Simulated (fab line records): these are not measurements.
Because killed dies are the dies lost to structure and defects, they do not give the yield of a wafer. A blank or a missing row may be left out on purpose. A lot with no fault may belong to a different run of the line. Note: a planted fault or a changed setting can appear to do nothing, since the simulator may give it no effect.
Struck lot and sound lot, side by side    flow n5_finfet    15 steps out of a route of 1938
Sound: wafers L876.3, L876.4, L876.5. Struck: wafers L883.3, L883.5 (left out: L883.1, a lot-mate that was not struck); the cause follows at the end.
Each step with rows lists, per side, the tool, then ch with its chambers, then its first start. Under that, the readings that differ: sound wafers    struck wafers    difference of the means    sigmas: that difference in standard deviations of wafers without a fault.
alike: readings with means less than 2 such deviations apart, plus words and numbers identical on both sides. not compared: withheld readings, readings lacking a value on some wafer, bounds such as >300 that could conceal the same value, and numbers that have no deviation in the record and whose values overlap.
A row with sigmas, a row that says differs or no value, or rows on one side alone: a step with any of these is where the two part. Non-overlapping numbers with no deviation appear without sigmas and do not part them. Lack of a reading on every wafer of one side parts them only where that side has two or more wafers.

first, 2 steps without rows for these wafers: N5_BEOL_M12_DEVELOP_27 (develop time 45 s); N5_BEOL_M12_HARDBAKE_32 (time 120 s).
N5_BEOL_M12_CD_MEAS_28: target cd 160.2 nm.
  sound on cd_sem-03 ch 0, day 13 09:54; struck on cd_sem-01 ch 0, day 14 12:41
  alike: cd_nm
N5_BEOL_M12_OVL_MEAS_29:
  sound on overlay-02 ch 0, day 13 09:56; struck on overlay-02 ch 0, day 14 12:43
  alike: M12_OVL
N5_BEOL_M12_INSPECT_30: inspects for defects (macro).
  struck on defect_inspect-01, day 14 12:44; sound on defect_inspect-02, day 13 09:57
  alike: raw_defect_count
N5_BEOL_M12_DESCUM_33: chemistry O2, time 7.9 s.
  sound on rie_diel-04 ch 1,2,3, day 13 10:13; struck on rie_diel-06 ch 1,2, day 14 12:48
  alike: drypump_motor_current_A, oes_product_au, rf_vpp_V, showerhead_plenum_p_Torr, throttle_valve_pct
  not compared: rf_hours_counter_h
N5_BEOL_M12_ETCH_67: etches SiARC in CF4, target depth 143 nm, time 238.3 s.
  sound on rie_diel-04 ch 1,2,3, day 13 10:15; struck on rie_diel-06 ch 1,2, day 14 12:50
reading                sound        struck   difference  sigmas
etch_rf_on_time_s (s)  245 245 233  229 221  -16         -2
  alike: cf4_flow_sccm, drypump_motor_current_A, oes_product_au, rf_vpp_V, showerhead_plenum_p_Torr, throttle_valve_pct
  not compared: rf_hours_counter_h
N5_BEOL_M12_ETCH_68: etches SOC in N2/H2, time 285 s.
  sound on rie_diel-04 ch 1,2,3, day 13 10:24; struck on rie_diel-06 ch 1,2, day 14 12:59
  alike: drypump_motor_current_A, oes_product_au, rf_vpp_V, showerhead_plenum_p_Torr, throttle_valve_pct
  not compared: rf_hours_counter_h
then, 1 step without rows for these wafers: N5_BEOL_M12_STRIP_69 (strips in N2/H2).
N5_BEOL_M12_TRENCH_ETCH_34: etches SiOC in C4F8/O2/Ar, target depth 318.95 nm, time 125.5 s.
  sound on rie_diel-04 ch 1,2,3, day 13 10:35; struck on rie_diel-06 ch 1,2, day 14 13:10
  alike: drypump_motor_current_A, oes_product_au, rf_vpp_V, showerhead_plenum_p_Torr, throttle_valve_pct
  not compared: rf_hours_counter_h
then, 1 step without rows for these wafers: N5_BEOL_M12_STRIP_70 (strips in C4F8/O2/Ar).
N5_BEOL_M12_OCD_MEAS_35:
  struck on ocd-01, day 14 13:19; sound on ocd-02, day 13 10:44
  alike: trench_depth_nm
N5_BEOL_M12_STRIP_37: strips in N2/H2.
  sound on plasma_asher-01 ch 0,1, day 13 10:47; struck on plasma_asher-01 ch 1, day 14 13:21
reading              sound           struck     difference  sigmas
h2_flow_sccm (sccm)  3243 3246 3234  2915 2917  -325        -35
  alike: drypump_motor_current_A, heater_power_w, oes_product_au
  not compared: rf_hours_counter_h
N5_BEOL_M12_ETCH_38: etches SiCN in CF4/N2, target depth 68.7 nm, time 73.4 s.
  sound on rie_diel-04 ch 0,2, day 13 12:13; struck on rie_diel-01 ch 3, day 14 18:31
reading                sound           struck     difference  sigmas
oes_product_au (a.u.)  0.68 0.75 0.67  0.91 0.91  +0.21       +3
  alike: cf4_flow_sccm, drypump_motor_current_A, rf_vpp_V, showerhead_plenum_p_Torr, throttle_valve_pct
  not compared: rf_hours_counter_h
N5_PASSIVATION_PROBE_49:
  struck on prober-02, day 16 08:48; sound on prober-01, day 14 23:58
  alike: defect_limited_yield, killed_at_M0_to_M3, killed_at_M4_up, killed_at_contacts, killed_at_front_end, killed_at_other, killed_dies, killed_open, killed_short, sort_bin_4_leakage, sort_bin_5_function, sort_bin_6_memory, sort_bin_8_speed, sort_n_pass, sort_yield_pct

## WHERE THEY PART
Earliest at N5_BEOL_M12_ETCH_67; latest, in this record, at N5_BEOL_M12_ETCH_38. Later steps at which nothing parts them and some readings are alike: N5_PASSIVATION_PROBE_49.

WHY: what had been put in by the simulator
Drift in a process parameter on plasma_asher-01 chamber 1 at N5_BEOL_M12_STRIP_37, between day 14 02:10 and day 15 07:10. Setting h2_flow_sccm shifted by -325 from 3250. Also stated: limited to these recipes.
